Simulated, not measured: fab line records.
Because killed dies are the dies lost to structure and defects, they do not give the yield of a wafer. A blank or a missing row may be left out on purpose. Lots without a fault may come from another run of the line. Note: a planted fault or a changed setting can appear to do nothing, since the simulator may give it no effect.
The tool behind it: which one? / flow n5Finfet / route of 1938 steps, sampled at 1 step: 22 lots, 66 wafers

## WHAT EACH GAUGE READ, for each wafer
N5_SD_EPI_P_CD_MEAS_09: the cd target is 240 nm.
lot=L074; measured=day 3 05:05; on=cdSem-03; cdNm (nm)=240.8 240.7 241.1
lot=L075; measured=day 3 12:25; on=cdSem-03; cdNm (nm)=239.0 239.5 240.6
lot=L076; measured=day 3 17:02; on=cdSem-03; cdNm (nm)=239.6 240.3 239.5
lot=L077; measured=day 4 00:58; on=cdSem-03; cdNm (nm)=241.0 241.5 241.5
lot=L078; measured=day 4 04:46; on=cdSem-01; cdNm (nm)=242.5 241.9 240.8
lot=L079; measured=day 4 12:38; on=cdSem-03; cdNm (nm)=239.7 240.4 239.9
lot=L080; measured=day 4 21:43; on=cdSem-02; cdNm (nm)=241.4 241.2 241.2
lot=L081; measured=day 5 01:49; on=cdSem-03; cdNm (nm)=239.4 240.6 239.3
lot=L083; measured=day 5 16:19; on=cdSem-03; cdNm (nm)=240.6 238.5 239.4
lot=L084; measured=day 6 00:22; on=cdSem-02; cdNm (nm)=240.5 240.2 240.3
lot=L085; measured=day 6 01:23; on=cdSem-02; cdNm (nm)=240.2 240.8 241.1
lot=L086; measured=day 6 09:01; on=cdSem-01; cdNm (nm)=240.5 240.9 240.5
lot=L088; measured=day 6 16:54; on=cdSem-01; cdNm (nm)=240.3 241.1 240.1
lot=L087; measured=day 6 18:01; on=cdSem-01; cdNm (nm)=240.4 240.1 242.0
lot=L089; measured=day 7 00:19; on=cdSem-01; cdNm (nm)=239.3 239.5 239.8
lot=L091; measured=day 7 18:23; on=cdSem-01; cdNm (nm)=239.9 240.5 242.1
lot=L092; measured=day 7 19:58; on=cdSem-03; cdNm (nm)=239.0 240.6 239.1
lot=L093; measured=day 8 07:25; on=cdSem-02; cdNm (nm)=239.5 240.0 240.1
lot=L094; measured=day 8 08:05; on=cdSem-03; cdNm (nm)=240.5 241.0 241.0
lot=L095; measured=day 8 15:34; on=cdSem-03; cdNm (nm)=241.1 239.1 239.7
lot=L096; measured=day 8 18:58; on=cdSem-01; cdNm (nm)=240.1 240.6 240.7
lot=L097; measured=day 9 02:50; on=cdSem-03; cdNm (nm)=240.2 239.8 240.4

## WHAT TOOL EACH LOT RAN ON (gives the tool, then ch and the chambers of the sampled wafers, and finally the start)
Record: no process step prior to these readings.

## WHAT THE TOOLS THEMSELVES READ (means of the sampled wafers that have a number; where no wafer has one, the mark that the record gives instead)
The record holds no such reading with a usual standard deviation.

## THE ANSWER, worked out from the rows above alone
Rule: the usual values come from the lots themselves. Put in order of their means at a reading, lots are off if they are a third of the lots or fewer, leave a main group of 4 or more, and stand apart from it by a gap of 3 or more times the standard deviation of the main group's means; of several such gaps the widest counts. Not used: any main group whose means are identical at the precision the tables above print for the reading. A lot without any number at a reading at which 4 lots or more have one is off too. Any other lot the step has rows for is counted as sound. The gauges are gone through in route order, then the tools' own readings, and for those a lot's mean is taken as printed above. At the first step where some lot is off, the reading lying furthest off is the one used; lots without a number count as furthest.
None of the lots is off at any reading shown; this tells nothing.

## WHAT THE SIMULATOR PUT IN
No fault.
